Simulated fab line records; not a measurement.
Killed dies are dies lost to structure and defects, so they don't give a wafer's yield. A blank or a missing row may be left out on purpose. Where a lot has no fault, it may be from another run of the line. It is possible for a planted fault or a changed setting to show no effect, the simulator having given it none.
Matching of chambers -- flow n5 finfet -- rie diel-03 running N5_BEOL_M8_STRIP_36: 4 sister chambers
The step strips in N2/H2. 33 wafers are shown with their chamber, then 12 later ones without.

## WAFERS, EACH WITH ITS CHAMBER
wafer,chamber,throttle valve pct (%),drypump motor current A (A),showerhead plenum p Torr (Torr)
L074.1,2,23.8,5.78,2.43
L074.2,0,24.0,5.56,2.61
L074.3,3,23.6,5.63,2.57
L074.4,1,23.5,5.36,2.37
L074.5,2,23.8,5.75,2.43
L074.6,1,23.5,5.39,2.37
L076.1,2,23.8,5.74,2.43
L076.3,1,23.5,5.36,2.37
L076.6,3,23.6,5.63,2.56
L081.2,3,23.6,5.61,2.56
L081.4,0,24.0,5.55,2.60
L081.5,0,24.0,5.55,2.60
L084.1,1,23.5,5.38,2.36
L084.3,2,23.9,5.74,2.42
L084.4,3,23.6,5.61,2.56
L087.2,2,23.9,5.74,2.42
L087.4,3,23.6,5.61,2.56
L087.6,2,23.8,5.73,2.42
L088.2,3,23.6,5.59,2.55
L088.3,3,23.6,5.62,2.55
L088.5,2,23.9,5.72,2.42
L090.1,1,23.5,5.36,2.67
L090.2,0,24.0,5.55,2.59
L090.3,3,23.6,5.63,2.55
L090.4,2,23.9,5.68,2.41
L090.5,0,24.0,5.55,2.59
L090.6,3,23.6,5.61,2.55
L094.4,0,24.0,5.55,2.59
L094.5,3,23.6,5.67,2.55
L094.6,0,24.0,5.56,2.59
L095.1,2,23.9,5.75,2.41
L095.2,3,23.6,5.62,2.55
L095.3,0,24.0,5.57,2.59

SIGNATURES (means of the wafers above)
reading,chamber 0,chamber 1,chamber 2,chamber 3,scatter within a chamber
throttle valve pct,24.000,23.500,23.856,23.600,0.0277
drypump motor current A,5.5550,5.3700,5.7367,5.6209,0.0196
showerhead plenum p Torr,2.5950,2.4280,2.4211,2.5555,0.0507
Rule: for each reading, subtract the chamber's mean from the wafer's reading, divide by that reading's scatter and square the result; add these up over the readings and take the root, which gives the wafer's distance from the chamber. If the next closest chamber is less than 2 further off than the closest, the wafer can't be placed; otherwise it belongs to the closest. The scatter: the root of (the sum of the squares of (reading less its chamber's mean) over the shown wafers, divided by (wafers less chambers)).

## WAFERS WITH NO CHAMBER GIVEN
wafer,throttle valve pct (%),drypump motor current A (A),showerhead plenum p Torr (Torr)
L095.4,23.6,5.60,2.55
L095.5,24.0,5.56,2.59
L095.6,23.9,5.79,2.41
L097.1,23.5,5.37,2.66
L097.2,23.9,5.76,2.41
L097.3,23.5,5.39,2.66
L097.4,23.9,5.76,2.41
L097.5,23.5,5.39,2.66
L097.6,23.9,5.76,2.41
L096.1,23.5,5.38,2.66
L096.2,23.7,5.55,2.59
L096.3,23.9,5.74,2.41

## EACH ONE'S CHAMBER
wafer,from the rows above,in truth
L095.4,3,3
L095.5,0,0
L095.6,2,2
L097.1,1,1
L097.2,2,2
L097.3,1,1
L097.4,2,2
L097.5,1,1
L097.6,2,2
L096.1,1,1
L096.2,3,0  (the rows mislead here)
L096.3,2,2
11 of 12 placed correctly. Left unplaced by these rows: 0. Number placed wrongly: 1.
